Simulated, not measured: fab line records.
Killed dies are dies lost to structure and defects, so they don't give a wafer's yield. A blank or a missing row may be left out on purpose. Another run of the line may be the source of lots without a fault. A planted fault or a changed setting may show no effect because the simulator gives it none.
fab line records | flow n5Finfet
record lots=7 wafers=39
route steps=1938 shown ZERO_LAYER@4 FIN_SAQP@100 DUMMY_GATE@215 MOL_CONTACT_COAG@586 BEOL_M5@1157
startH: start of the lot's first displayed wafer, in hours after the record's first day | waitH: hours from the lot's prior step to this one | " unchanged from the row above | L1.1+2: a row that stands for several wafers | - no value, or no start was given | * or withheld: withheld | < > ~ a bound
route shown NAME@n: a module of which the file shows steps, and the number in the route of the first | usual: the fault-free wafers' mean and standard deviation | same: alike in all rows | chamber/n: place in a boat | sites: per-site readings | _std_site: the values' standard deviation | _edge_site: outer sites' mean less inner sites' | radiusMm: how far each site lies from the wafer's centre | mask NAME#n: copy n | behind: the last tool/chamber to shape the wafer | hold: what put the lot on hold/how long, in hours/how the hold closed | device: the n, p or np transistor that did not switch | end of line: the route-end tests of the same wafers | step lacking rows: just its recipe | killed: the dies lost at the first sort to structure and to defects; this is not the yield of the wafer | map: the dies of a wafer, with x for killed, . for not killed, _ for no die there
set.NAME: the run value of the setting; set.NAME@STEP: its run value at that earlier step | model.NAME: the simulator's own value behind a step, which no gauge read
lots whose settings were changed on purpose; a table a step, a row a wafer
## steps
# step N5_ZERO_LAYER_PECVD_02
# recipe material=SiO2 targetThkA=100 tempC=400 precursor=SiH4/N2O pressureTorr=0.75 rfW=275 timeS=6
# columns lot.wafer tool chamber startH waitH set.timeS model.SiO2_of_ZERO_LAYER_PECVD_02.thkNm
L078.1 pecvd-01 2 36.28 0.0 7.287 12.11
L078.2 " 0 " " 6 10.08
L078.3 " 0 " " 7.287 12.42
L078.4 " 2 " " 6 10.14
L078.5 " 0 " " 6 10.31
L078.6 " 2 " " 7.287 12.39
L079.4 pecvd-03 0 42.32 0.1 6 10.19
L079.5 " 1 " " 6 9.825
L079.6 " 0 " " 6 9.999
L086.1 pecvd-01 1 84.30 0.0 6 9.944
L086.2 " 2 " " 6 10.1
L086.3 " 0 " " 6 10.02
L086.4 " 0 " " 6 10.17
L086.5 " 2 " " 6 10.03
L086.6 " 1 " " 6 10.01
L089.1 pecvd-03 0 102.28 0.0 7.047 11.4
L089.2 " 1 " " 6 9.625
L089.3 " 2 " " 6 9.655
L089.4 " 2 " " 7.047 11.77
L089.5 " 1 " " 6 9.848
L089.6 " 0 " " 7.047 11.74
L090.1 pecvd-03 0 108.29 0.0 6 9.75
L090.2 " 2 " " 6 9.569
L090.3 " 1 " " 4.037 6.366
L090.4 " 1 " " 6 9.731
L090.5 " 0 " " 4.037 6.59
L090.6 " 2 " " 4.037 6.375
L091.1 pecvd-01 2 114.28 0.0 6 9.875
L091.2 " 0 " " 6 10
L091.3 " 1 " " 8.65 14.15
L091.4 " 1 " " 8.65 14.33
L091.5 " 0 " " 6 10.11
L091.6 " 2 " " 8.65 14.41
L096.1 pecvd-01 0 144.29 0.0 6 9.834
L096.2 " 1 " " 6 9.789
L096.3 " 2 " " 6 10.01
L096.4 " 0 " " 6 10
L096.5 " 2 " " 6 10.06
L096.6 " 1 " " 6 10.16
# step N5_FIN_SAQP_PECVD_06
# recipe material=a-Si targetThkA=600 tempC=400 precursor=SiH4/He pressureTorr=3 rfW=100 timeS=48.1
# columns lot.wafer tool chamber startH waitH set.timeS model.a-Si_of_FIN_SAQP_PECVD_06.thkNm
L078.1 pecvd-01 2 45.29 0.0 48.1 60.25
L078.2 " 0 " " 40.83 51.14
L078.3 " 1 " " 40.83 51.43
L078.4 " 2 " " 40.83 51.77
L078.5 " 0 " " 48.1 60.27
L078.6 " 1 " " 48.1 61.63
L079.4 pecvd-04 1 51.72 0.0 48.1 62.74
L079.5 " 2 " " 48.1 60.86
L079.6 " 0 " " 48.1 61.23
L086.1 pecvd-02 0 92.56 0.0 48.1 58.79
L086.2 " 1 " " 48.1 59.18
L086.3 " 2 " " 48.1 58.93
L086.4 " 2 " " 48.1 60.21
L086.5 " 1 " " 48.1 60.15
L086.6 " 0 " " 48.1 59.69
L089.1 pecvd-01 1 111.02 0.0 48.1 59.74
L089.2 " 2 " " 48.1 59.7
L089.3 " 0 " " 48.1 59.38
L089.4 " 1 " " 48.1 60.69
L089.5 " 0 " " 48.1 60.7
L089.6 " 2 " " 48.1 60.67
L090.1 pecvd-02 2 117.98 0.0 48.1 59.1
L090.2 " 0 " " 61.21 75.33
L090.3 " 0 " " 61.21 76.89
L090.4 " 2 " " 61.21 76.42
L090.5 " 2 " " 48.1 60.61
L090.6 " 0 " " 48.1 59.68
L091.1+5 pecvd-04 1,2 123.01 0.0 48.1 59.94
L091.2 " 2 " " 48.1 59.08
L091.3 " 0 " " 48.1 58.87
L091.4 " 1 " " 48.1 60.88
L091.6 " 0 " " 48.1 60.42
L096.1 pecvd-04 2 152.81 0.0 48.1 59.42
L096.2 " 1 " " 48.1 60.17
L096.3 " 0 " " 48.1 60.61
L096.4 " 1 " " 48.1 61.18
L096.5 " 2 " " 48.1 61.13
L096.6 " 0 " " 48.1 60.77
# step N5_FIN_SAQP_THK_MEAS_07
# usual thkNm=60.0/0.86
# columns lot.wafer tool chamber startH waitH set.timeS@FIN_SAQP_PECVD_06 thkNm
L078.1 filmMetro-02 - 45.38 0.1 48.1 60.3
L078.2 " - " " 40.83 51.1
L078.3 " - " " 40.83 51.4
L078.4 " - " " 40.83 51.8
L078.5 " - " " 48.1 60.2
L078.6 " - " " 48.1 61.6
L079.4 filmMetro-01 - 51.78 0.0 48.1 62.7
L079.5 " - " " 48.1 60.8
L079.6 " - " " 48.1 61.2
L086.1 filmMetro-02 - 92.65 0.1 48.1 58.8
L086.2 " - " " 48.1 59.1
L086.3 " - " " 48.1 58.9
L086.4 " - " " 48.1 60.2
L086.5 " - " " 48.1 60.1
L086.6 " - " " 48.1 59.7
L089.1 filmMetro-01 - 111.11 0.1 48.1 59.7
L089.2 " - " " 48.1 59.7
L089.3 " - " " 48.1 59.4
L089.4 " - " " 48.1 60.7
L089.5 " - " " 48.1 60.8
L089.6 " - " " 48.1 60.7
L090.1 filmMetro-02 - 118.10 0.1 48.1 59.1
L090.2 " - " " 61.21 75.3
L090.3 " - " " 61.21 76.9
L090.4 " - " " 61.21 76.4
L090.5 " - " " 48.1 60.6
L090.6 " - " " 48.1 59.7
L091.1 filmMetro-02 - 123.10 0.1 48.1 60.0
L091.2 " - " " 48.1 59.0
L091.3 " - " " 48.1 58.9
L091.4 " - " " 48.1 60.9
L091.5 " - " " 48.1 59.9
L091.6 " - " " 48.1 60.4
L096.1 filmMetro-02 - 152.90 0.1 48.1 59.4
L096.2 " - " " 48.1 60.2
L096.3 " - " " 48.1 60.6
L096.4 " - " " 48.1 61.2
L096.5 " - " " 48.1 61.1
L096.6 " - " " 48.1 60.7
# step N5_FIN_SAQP_HM_DEP_72
# recipe material=SiO2 targetThkA=120 tempC=400 precursor=SiH4/N2O pressureTorr=0.75 rfW=275 timeS=7.2
# step N5_FIN_SAQP_COAT_49
# recipe resist=SOC tempC=250 timeS=60 spinRpm=1500 resistThkNm=100
# step N5_FIN_SAQP_HM_OPEN_73
# recipe chemistry=CHF3/O2 target=SiO2 stopOn=a-Si targetDepthA=120 overEtchFrac=1.8 maskMaterial=SOC timeS=16.8 pressureMtorr=30 sourceW=650 biasW=170 Ar_flow_sccm=200 CHF3_flow_sccm=50 O2_flow_sccm=5 ionEnergyEv=200 ends=endPoint
# step N5_FIN_SAQP_STRIP_74
# recipe chemistry=CHF3/O2 resist=SiARC rfFrequencyHz=6e+07
# step N5_FIN_SAQP_MANDREL_ETCH_22
# recipe targetDepthA=600 chemistry=HBr/Cl2 target=a-Si stopOn=SiNx btTimeS=10 overEtchFrac=0.5 timeS=30 pressureMtorr=10 icpW=800 biasW=75 HBr_flow_sccm=150 Cl2_flow_sccm=80 ends=endPoint
# usual oesProductAu=0.762/0.014
# columns lot.wafer tool chamber startH waitH set.timeS@FIN_SAQP_PECVD_06 oesProductAu model.etch.depthNm
L078.1 rieSi-05 0 46.25 0.0 48.1 0.776 60.24
L078.2 " 3 " " 40.83 0.692 51.14
L078.3 " 1 " " 40.83 0.691 51.38
L078.4 " 2 " " 40.83 0.678 51.74
L078.5 " 3 " " 48.1 0.765 60.22
L078.6 " 2 " " 48.1 0.754 61.61
L079.4 rieSi-06 0 53.00 0.1 48.1 0.799 62.73
L079.5 " 2 " " 48.1 0.777 60.84
L079.6 " 1 " " 48.1 0.782 61.23
L086.1 rieSi-04 1 93.39 0.0 48.1 0.736 58.79
L086.2 " 3 " " 48.1 0.772 59.12
L086.3 " 2 " " 48.1 0.742 58.88
L086.4 " 0 " " 48.1 0.757 60.21
L086.5 " 1 " " 48.1 0.748 60.15
L086.6 " 0 " " 48.1 0.753 59.65
L089.1 rieSi-04 2 112.00 0.0 48.1 0.740 59.73
L089.2 " 1 " " 48.1 0.748 59.67
L089.3 " 0 " " 48.1 0.752 59.32
L089.4 " 3 " " 48.1 0.785 60.69
L089.5 " 3 " " 48.1 0.781 60.65
L089.6 " 0 " " 48.1 0.766 60.67
L090.1 rieSi-06 3 119.08 0.0 48.1 0.767 59.05
L090.2 " 2 " " 61.21 0.886 75.27
L090.3 " 0 " " 61.21 0.902 76.89
L090.4 " 1 " " 61.21 0.894 76.42
L090.5 " 3 " " 48.1 0.766 60.56
L090.6 " 0 " " 48.1 0.767 59.68
L091.1 rieSi-06 2 123.99 0.0 48.1 0.769 59.94
L091.2 " 1 " " 48.1 0.763 59.02
L091.3 " 3 " " 48.1 0.760 58.83
L091.4 " 0 " " 48.1 0.767 60.88
L091.5 " 1 " " 48.1 0.763 59.94
L091.6 " 2 " " 48.1 0.761 60.42
L096.1 rieSi-04 1 153.77 0.0 48.1 0.744 59.31
L096.2 " 2 " " 48.1 0.753 60.14
L096.3 " 0 " " 48.1 0.752 60.59
L096.4 " 3 " " 48.1 0.782 61.18
L096.5 " 1 " " 48.1 0.769 61.1
L096.6 " 2 " " 48.1 0.760 60.65
# step N5_FIN_SAQP_STRIP_55
# recipe chemistry=N2/H2 powerW=500 tempC=40 pressureMtorr=50 rfFrequencyHz=6e+07 overashFraction=0.3 biasPowerW=28 h2Frac=0.5 n2FlowSccm=300 h2FlowSccm=300
# step N5_FIN_SAQP_STRIP_23
# recipe chemistry=SPM timeS=750 tempC=130 h2so4H2o2VolRatio=4
# step N5_FIN_SAQP_RECESS_75
# recipe chemistry=HF/NH3 target=SiO2 targetDepthA=144 afsCycles=3 tempC=30 sublimationTempC=180 sublimationTimeS=60
# step N5_FIN_SAQP_SPACER1_ALD_24
# recipe material=SiO2 targetThkA=203 tempC=300 aldPrecursorFamily=BDEAS aldCoReactant=O2-plasma pulseTimeS=1 purgeTimeS=2 coReactantPurgeTimeS=2 aldCycles=218 pressureTorr=2
# step N5_FIN_SAQP_SPACER1_ETCHBACK_25
# recipe chemistry=CHF3/O2 mode=anisotropicEtchback target=SiO2 targetDepthA=244 timeS=12.2 pressureMtorr=30 sourceW=650 biasW=170 Ar_flow_sccm=200 CHF3_flow_sccm=50 O2_flow_sccm=5 ionEnergyEv=200
# columns lot.wafer tool chamber startH waitH set.timeS@FIN_SAQP_PECVD_06 model.a-Si_of_FIN_SAQP_PECVD_06.thkNm
L078.1+5 rieDiel-02 1,2 47.77 0.4 48.1 59.4
L078.2 " 0 " " 40.83 50.2
L078.3 " 3 " " 40.83 50.4
L078.4 " 2 " " 40.83 50.8
L078.6 " 1 " " 48.1 60.8
L079.4 rieDiel-02 0 55.29 0.5 48.1 61.8
L079.5 " 3 " " 48.1 60
L079.6 " 2 " " 48.1 60.4
L086.1 rieDiel-02 0 95.93 0.4 48.1 57.8
L086.2 " 2 " " 48.1 58.2
L086.3 " 3 " " 48.1 58
L086.4+5 " 1,0 " " 48.1 59.2
L086.6 " 1 " " 48.1 58.8
L089.1+2 rieDiel-06 3,0 114.02 0.5 48.1 58.8
L089.3 " 1 " " 48.1 58.4
L089.4+5+6 " 2,2,3 " " 48.1 59.8
L090.1 rieDiel-03 0 120.66 0.4 48.1 58.2
L090.2 " 1 " " 61.21 74.4
L090.3 " 3 " " 61.21 76
L090.4 " 2 " " 61.21 75.6
L090.5 " 3 " " 48.1 59.6
L090.6 " 0 " " 48.1 58.8
L091.1+5 rieDiel-03 1,3 125.67 0.4 48.1 59
L091.2 " 3 " " 48.1 58
L091.3 " 0 " " 48.1 57.8
L091.4 " 2 " " 48.1 60
L091.6 " 0 " " 48.1 59.4
L096.1 rieDiel-06 2 155.35 0.4 48.1 58.4
L096.2 " 3 " " 48.1 59.2
L096.3 " 1 " " 48.1 59.6
L096.4+5 " 0,1 " " 48.1 60.2
L096.6 " 2 " " 48.1 59.8
# step N5_DUMMY_GATE_CVD_03
# recipe material=a-Si targetThkA=1500 tempC=530 precursor=SiH4 timeS=8042
# columns lot.wafer tool chamber startH waitH set.timeS model.a-Si_of_DUMMY_GATE_CVD_03.thkNm
L078.1 - - - 0.1 5281 99.6
L078.2 " - " " 5281 100
L078.3+4 " - " " 5281 98.2
L078.5 " - " " 5281 97.6
L078.6 " - " " 5281 97.8
L079.4 lpcvd-02 0/54 68.59 0.1 8042 151.8
L079.5 " 0/59 " " 8042 151.2
L079.6 " 0/64 " " 8042 150.4
L086.1 - - - 0.1 10790 199.8
L086.2+3 " - " " 10790 200
L086.4 " - " " 10790 200.2
L086.5 " - " " 10790 200.6
L086.6 " - " " 10790 201.4
L089.1 - - - 0.1 12480 233.6
L089.2 " - " " 12480 234.2
L089.3 " - " " 12480 233.4
L089.4 " - " " 12480 233
L089.5 " - " " 12480 233.8
L089.6 " - " " 12480 234.8
L090.1 - - - 0.1 8042 146.4
L090.2 " - " " 8042 147.8
L090.3 " - " " 8042 147
L090.4 " - " " 8042 147.4
L090.5 " - " " 8042 146.6
L090.6 " - " " 8042 147.2
L091.1 - - - 0.1 5824 105.8
L091.2 " - " " 5824 107.6
L091.3 " - " " 5824 105.6
L091.4+5 " - " " 5824 107.4
L091.6 " - " " 5824 106.2
L096.1 - - - 0.1 5288 100.6
L096.2 " - " " 5288 99.8
L096.3+5 " - " " 5288 100.4
L096.4 " - " " 5288 101
L096.6 " - " " 5288 100
# step N5_DUMMY_GATE_PRECLEAN_46
# recipe chemistry=DIW timeS=89.5 tempC=23
# step N5_DUMMY_GATE_SRD_47
# recipe dryTimeS=32 dry=n2Spin spinRpm=1500
# step N5_DUMMY_GATE_CMP_04
# recipe material=a-Si postCmpClean=alkalineBrush
# usual timeToEndpointS=14.7/2.8
# columns lot.wafer tool chamber startH waitH set.timeS@DUMMY_GATE_CVD_03 timeToEndpointS
L078.2 cmp-04 2 64.74 0.0 5281 8.5
L078.4 " 3 " " 5281 2.6
L078.3 " 0 " " 5281 5.3
L078.1 " 1 " " 5281 3.6
L078.5 " 2 " " 5281 4.3
L078.6 " 3 " " 5281 3.7
L079.4 cmp-02 3 72.33 0.0 8042 15.8
L079.6 " 3 " " 8042 15.4
L079.5 " 0 " " 8042 19.9
L086.1 cmp-01 3 115.31 0.0 10790 27.7
L086.4 " 0 " " 10790 26.1
L086.3 " 1 " " 10790 25.0
L086.2 " 2 " " 10790 25.0
L086.6 " 3 " " 10790 27.0
L086.5 " 0 " " 10790 23.4
L089.1 cmp-02 0 132.26 0.0 12480 28.5
L089.3 " 1 " " 12480 27.3
L089.2 " 2 " " 12480 31.2
L089.4 " 3 " " 12480 26.5
L089.6 " 0 " " 12480 26.0
L089.5 " 1 " " 12480 28.0
L090.2 cmp-04 1 137.42 0.0 8042 12.8
L090.4 " 2 " " 8042 14.4
L090.1 " 3 " " 8042 9.6
L090.3 " 0 " " 8042 13.0
L090.6 " 1 " " 8042 11.3
L090.5 " 2 " " 8042 17.5
L091.4 cmp-01 1 142.19 0.0 5824 11.2
L091.1 " 2 " " 5824 6.1
L091.2 " 3 " " 5824 9.5
L091.3 " 0 " " 5824 8.1
L091.6 " 1 " " 5824 8.5
L091.5 " 2 " " 5824 4.8
L096.1 cmp-01 0 172.28 0.0 5288 1.4
L096.2 " 1 " " 5288 9.3
L096.3 " 2 " " 5288 2.5
L096.4 " 3 " " 5288 5.7
L096.6 " 0 " " 5288 3.3
L096.5 " 1 " " 5288 5.5
# step N5_MOL_CONTACT_COAG_VIA_ETCH_46
# recipe chemistry=C4F6/O2 targetDepthA=460 overetchA=92 maskMaterial=SOC target=SiO2 biasW=455 pressureMtorr=10 timeS=40 sourceW=325 Ar_flow_sccm=300 C4F6_flow_sccm=10 O2_flow_sccm=10 ionEnergyEv=575.3 ends=endPoint
# columns lot.wafer tool chamber startH waitH set.targetDepthA model.etch.depthNm model.SOC_of_MOL_CONTACT_COAG_COAT_75.thkNm
L078.1 rieDiel-02 0 119.72 0.0 706.6 44.89 47.8
L078.2 " 3 " " 460 45.62 50.6
L078.3 " 2 " " 460 46.43 50.6
L078.4 " 1 " " 706.6 45.43 47.8
L078.5 " 0 " " 706.6 45.52 47.8
L078.6 " 3 " " 460 46.44 50.6
L079.4 rieDiel-03 1 125.00 0.0 460 46.19 50.8
L079.5 " 0 " " 460 46.1 50.6
L079.6 " 3 " " 460 46.12 50.6
L086.1 rieDiel-02 3 174.76 0.0 460 45.48 50.6
L086.2 " 2 " " 460 45.94 50.4
L086.3 " 0 " " 239.2 31.88 53.4
L086.4 " 1 " " 460 46.33 50.8
L086.5 " 3 " " 239.2 33.14 53.4
L086.6 " 0 " " 239.2 32.3 53.6
L089.1 rieDiel-02 1 186.91 0.0 460 45.26 50.6
L089.2 " 2 " " 460 45.8 50.8
L089.3 " 0 " " 460 45.99 50.8
L089.4 " 1 " " 460 46.1 50.8
L089.5 " 2 " " 460 46.19 50.4
L089.6 " 0 " " 460 46.63 50.8
L090.1 rieDiel-02 0 193.55 0.0 338.1 41.84 52.2
L090.2 " 3 " " 460 44.64 50.6
L090.3 " 1 " " 338.1 43.09 52
L090.4 " 2 " " 338.1 43.39 52.2
L090.5 " 2 " " 460 45.93 50.8
L090.6 " 1 " " 460 45.61 50.6
L091.1 rieDiel-06 0 200.60 0.0 659.2 45.12 48.8
L091.2 " 2 " " 460 45.56 51
L091.3 " 1 " " 659.2 45.94 48.8
L091.4 " 3 " " 659.2 45.68 48.8
L091.5 " 0 " " 460 46.41 51
L091.6 " 3 " " 460 46.62 51
L096.1 rieDiel-02 3 228.84 0.0 460 44.5 51
L096.2 " 0 " " 460 45.46 51.2
L096.3 " 2 " " 460 44.83 51
L096.4 " 2 " " 460 46.3 50.8
L096.5 " 3 " " 460 45.88 51
L096.6 " 0 " " 460 45.57 51.4
# step N5_MOL_CONTACT_COAG_STRIP_96
# recipe chemistry=N2/H2 powerW=500 tempC=40 pressureMtorr=50 rfFrequencyHz=6e+07 overashFraction=0.3 biasPowerW=28 h2Frac=0.5 n2FlowSccm=300 h2FlowSccm=300
# step N5_MOL_CONTACT_COAG_ETCH_47
# recipe chemistry=CH3F/O2 target=SiNx targetDepthA=270 maskMaterial=SiO2 stopOn=W overEtchFrac=0.2 ionEnergyEv=120 endpoint=OES-CN pressureMtorr=30 sourceW=395 biasW=73 Ar_flow_sccm=150 CH3F_flow_sccm=30 O2_flow_sccm=20 ends=endPoint
# usual etchRfOnTimeS=31.4/0.49
# columns lot.wafer tool chamber startH waitH set.targetDepthA@MOL_CONTACT_COAG_VIA_ETCH_46 etchRfOnTimeS
L078.1 rieDiel-02 0 119.82 0.0 706.6 32.1
L078.2 " 3 " " 460 31.0
L078.3 " 2 " " 460 31.2
L078.4 " 1 " " 706.6 31.4
L078.5 " 0 " " 706.6 32.0
L078.6 " 3 " " 460 31.1
L079.4 rieDiel-03 1 125.11 0.0 460 31.6
L079.5 " 0 " " 460 31.1
L079.6 " 3 " " 460 31.8
L086.1 rieDiel-02 3 174.87 0.0 460 30.7
L086.2 " 2 " " 460 30.5
L086.3 " 0 " " 239.2 50.8
L086.4 " 1 " " 460 30.8
L086.5 " 3 " " 239.2 50.8
L086.6 " 0 " " 239.2 50.8
L089.1 rieDiel-02 1 187.02 0.0 460 31.2
L089.2 " 2 " " 460 30.6
L089.3 " 0 " " 460 32.0
L089.4 " 1 " " 460 31.1
L089.5 " 2 " " 460 30.7
L089.6 " 0 " " 460 32.0
L090.1 rieDiel-02 0 193.65 0.0 338.1 32.4
L090.2 " 3 " " 460 31.1
L090.3 " 1 " " 338.1 31.2
L090.4 " 2 " " 338.1 31.0
L090.5 " 2 " " 460 30.8
L090.6 " 1 " " 460 31.4
L091.1 rieDiel-06 0 200.71 0.0 659.2 31.2
L091.2 " 2 " " 460 30.8
L091.3 " 1 " " 659.2 31.5
L091.4 " 3 " " 659.2 30.9
L091.5 " 0 " " 460 31.3
L091.6 " 3 " " 460 31.1
L096.1 rieDiel-02 3 228.94 0.0 460 30.8
L096.2 " 0 " " 460 32.5
L096.3 " 2 " " 460 31.1
L096.4 " 2 " " 460 30.9
L096.5 " 3 " " 460 30.4
L096.6 " 0 " " 460 32.4
# step N5_BEOL_M5_VIA_ETCH_34
# recipe chemistry=C4F6/O2 target=SiCOH_lowk targetDepthA=883 maskMaterial=SOC taperDeg=4 timeS=39.2 ionEnergyEv=250 pressureMtorr=30 sourceW=345 biasW=185 Ar_flow_sccm=300 C4F6_flow_sccm=10 O2_flow_sccm=10
# columns lot.wafer tool chamber startH waitH set.targetDepthA model.etch.depthNm model.SOC_of_BEOL_M5_COAT_65.thkNm
L078.1 rieDiel-01 1 198.09 0.0 883 87.85 55.8
L078.2 " 3 " " 883 86.82 55.6
L078.3 " 2 " " 666.1 65.85 56.8
L078.4 " 1 " " 666.1 65.97 56.8
L078.5 " 2 " " 666.1 65.98 56.6
L078.6 " 3 " " 883 87.28 55.6
L079.4 rieDiel-01 3 209.15 0.0 883 87.45 56.2
L079.5 " 2 " " 883 88.32 56
L079.6 " 1 " " 883 88.43 56
L086.1 rieDiel-05 2 256.90 0.0 683.8 69.15 56.8
L086.2 " 3 " " 883 88.24 55.8
L086.3 " 0 " " 683.8 67.33 56.8
L086.4 " 1 " " 683.8 68.35 56.8
L086.5 " 2 " " 883 89.18 56
L086.6 " 1 " " 883 88.88 56.2
L091.1 rieDiel-01 3 263.74 0.0 883 86.28 56
L091.2 " 1 " " 883 87.64 56
L091.3 " 2 " " 883 87.46 56
L091.4 " 0 " " 883 87.77 55.8
L091.5 " 1 " " 883 87.33 56
L091.6 " 0 " " 883 87.61 56
L090.1 rieDiel-04 1 267.90 0.0 883 89.75 55.4
L090.2 " 3 " " 883 90.47 55.4
L090.3 " 0 " " 883 89.95 55.6
L090.4 " 1 " " 883 89.72 55.4
L090.5 " 3 " " 883 91.12 55.4
L090.6 " 0 " " 883 90.03 55.4
L089.1 rieDiel-04 0 270.55 0.0 383.5 39.24 58.4
L089.2 " 1 " " 383.5 39.38 58.4
L089.3 " 3 " " 883 91.14 56
L089.4 " 0 " " 383.5 39.37 58.4
L089.5 " 3 " " 883 90.78 55.8
L089.6 " 1 " " 883 90.42 56
L096.1 rieDiel-05 3 315.60 0.0 883 90.36 55.6
L096.2 " 1 " " 883 88.05 55.6
L096.3 " 0 " " 883 86.56 56
L096.4 " 2 " " 883 89.97 55.6
L096.5 " 1 " " 883 88.51 55.6
L096.6 " 0 " " 883 86.51 55.8
## key
split step=N5_ZERO_LAYER_PECVD_02 setting=timeS stated=6 by=wafer
response step=N5_ZERO_LAYER_PECVD_02 reading=model.SiO2_of_ZERO_LAYER_PECVD_02.thkNm change=+0.0991 per=1% r=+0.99
split step=N5_FIN_SAQP_PECVD_06 setting=timeS stated=48.1 by=wafer
response step=N5_FIN_SAQP_PECVD_06 reading=model.a-Si_of_FIN_SAQP_PECVD_06.thkNm change=+0.605 per=1% r=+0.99
response step=N5_FIN_SAQP_THK_MEAS_07 reading=thkNm change=* per=1% r=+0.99
response step=N5_FIN_SAQP_MANDREL_ETCH_22 reading=oesProductAu change=+0.00478 per=1% r=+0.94
response step=N5_FIN_SAQP_MANDREL_ETCH_22 reading=model.etch.depthNm change=+0.605 per=1% r=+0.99
response step=N5_FIN_SAQP_SPACER1_ETCHBACK_25 reading=model.a-Si_of_FIN_SAQP_PECVD_06.thkNm change=+0.608 per=1% r=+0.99
split step=N5_DUMMY_GATE_CVD_03 setting=timeS stated=8042 by=lot
response step=N5_DUMMY_GATE_CVD_03 reading=model.a-Si_of_DUMMY_GATE_CVD_03.thkNm change=+1.5 per=1% r=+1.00
response step=N5_DUMMY_GATE_CMP_04 reading=timeToEndpointS change=* per=1% r=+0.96
split step=N5_MOL_CONTACT_COAG_VIA_ETCH_46 setting=targetDepthA stated=460 by=wafer
response step=N5_MOL_CONTACT_COAG_VIA_ETCH_46 reading=model.etch.depthNm shape=bent atLowest=32.44 atStated=45.85 atHighest=45.28
response step=N5_MOL_CONTACT_COAG_VIA_ETCH_46 reading=model.SOC_of_MOL_CONTACT_COAG_COAT_75.thkNm change=-0.0544 per=1% r=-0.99
response step=N5_MOL_CONTACT_COAG_ETCH_47 reading=etchRfOnTimeS shape=bent atLowest=* atStated=* atHighest=*
split step=N5_BEOL_M5_VIA_ETCH_34 setting=targetDepthA stated=883 by=wafer
response step=N5_BEOL_M5_VIA_ETCH_34 reading=model.etch.depthNm change=+0.904 per=1% r=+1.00
response step=N5_BEOL_M5_VIA_ETCH_34 reading=model.SOC_of_BEOL_M5_COAT_65.thkNm change=-0.0426 per=1% r=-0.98
